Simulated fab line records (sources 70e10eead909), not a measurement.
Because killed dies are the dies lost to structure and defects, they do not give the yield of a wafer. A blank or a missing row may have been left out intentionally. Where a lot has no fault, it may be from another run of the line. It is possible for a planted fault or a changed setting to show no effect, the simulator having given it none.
Chamber matching :: flow nand harc :: NHARC_A_STAIRCASE_CMP_450 on cmp-04 has 4 sister chambers
The step polishes SiO2, target thk 200 nm. 8 wafers are shown with their chamber, then 8 later ones without.

EACH WAFER AND ITS CHAMBER
wafer: L076.6
chamber: 1
motor current A (A): 13.3

wafer: L081.6
chamber: 1
motor current A (A): 14.3

wafer: L084.1
chamber: 0
motor current A (A): 14.3

wafer: L084.3
chamber: 3
motor current A (A): 11.4

wafer: L088.3
chamber: 2
motor current A (A): 12.1

wafer: L088.5
chamber: 2
motor current A (A): 11.9

wafer: L088.6
chamber: 3
motor current A (A): 11.2

wafer: L089.1
chamber: 0
motor current A (A): 14.4

WAFERS WITHOUT THEIR CHAMBER
wafer: L089.3
motor current A (A): 11.8

wafer: L089.6
motor current A (A): 13.4

wafer: L093.1
motor current A (A): 12.9

wafer: L093.2
motor current A (A): 14.7

wafer: L093.6
motor current A (A): 10.9

wafer: L096.2
motor current A (A): 14.8

wafer: L096.3
motor current A (A): 12.4

wafer: L096.4
motor current A (A): 10.7

THE CHAMBER EACH PASSED THROUGH
wafer: L089.3
from the rows above: can't be placed: 2 or 3
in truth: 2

wafer: L089.6
from the rows above: can't be placed: 1 or 0
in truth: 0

wafer: L093.1
from the rows above: can't be placed: 1 or 2 or 0 or 3
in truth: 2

wafer: L093.2
from the rows above: can't be placed: 0 or 1
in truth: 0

wafer: L093.6
from the rows above: can't be placed: 3 or 2
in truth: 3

wafer: L096.2
from the rows above: can't be placed: 0 or 1
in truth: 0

wafer: L096.3
from the rows above: can't be placed: 2 or 3
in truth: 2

wafer: L096.4
from the rows above: can't be placed: 3 or 2
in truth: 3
Correctly placed: 0 of 8. These rows do not allow placing 8 (true chamber among the candidates in 8). Placed wrongly: 0.
How it was worked out, from the rows above alone: a wafer's distance from a chamber is the root of the sum, over the readings, of the square of ((its reading less the chamber's mean) divided by the reading's scatter). The wafer belongs to the nearest chamber; if the next one is less than 2 further off, it can't be placed. A chamber's mean is the mean of its shown wafers. The scatter is the square root of a quotient: the sum, over the shown wafers, of each reading's squared deviation from its chamber's mean, divided by wafers minus chambers.
